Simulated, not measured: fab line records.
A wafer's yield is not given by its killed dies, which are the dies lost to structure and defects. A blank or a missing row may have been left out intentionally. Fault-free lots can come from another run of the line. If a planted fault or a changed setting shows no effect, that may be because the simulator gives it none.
Chamber matching    flow n5_finfet    N5_BEOL_M14_STRIP_37 on rie_diel-02: 4 sister chambers
The step strips in O2. 4 wafers are shown with their chamber, then 7 later ones without.

== EACH WAFER AND ITS CHAMBER ==
wafer   chamber  showerhead_plenum_p_Torr (Torr)
L082.5  2        2.07
L083.5  1        2.08
L088.2  3        2.09
L088.4  0        2.01

== WAFERS WITH NO CHAMBER GIVEN ==
wafer   showerhead_plenum_p_Torr (Torr)
L088.6  2.06
L093.1  2.08
L093.3  2.09
L093.4  2.01
L094.1  2.09
L094.5  2.08
L094.6  2.06

== WHICH CHAMBER EACH WENT THROUGH ==
wafer   from the rows above           in truth
L088.6  can't be placed: 2 or 1       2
L093.1  can't be placed: 1 or 3 or 2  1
L093.3  can't be placed: 3 or 1       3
L093.4  0                             0
L094.1  can't be placed: 3 or 1       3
L094.5  can't be placed: 1 or 3 or 2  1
L094.6  can't be placed: 2 or 1       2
Correct placement for 1 of the 7. From these rows, 6 cannot be placed; in 6 the true chamber is one of the candidates. 0 placed wrongly.
How it was worked out, from the rows above alone: a wafer's distance from a chamber is the root of the sum, over the readings, of the square of ((its reading less the chamber's mean) divided by the reading's scatter). The wafer belongs to the nearest chamber; if the next one is less than 2 further off, it can't be placed. Each chamber's mean is taken over the wafers shown for it. The scatter (one wafer shown for each chamber): square how far every hidden wafer sits from the nearest shown wafer, average those squares and take the square root.
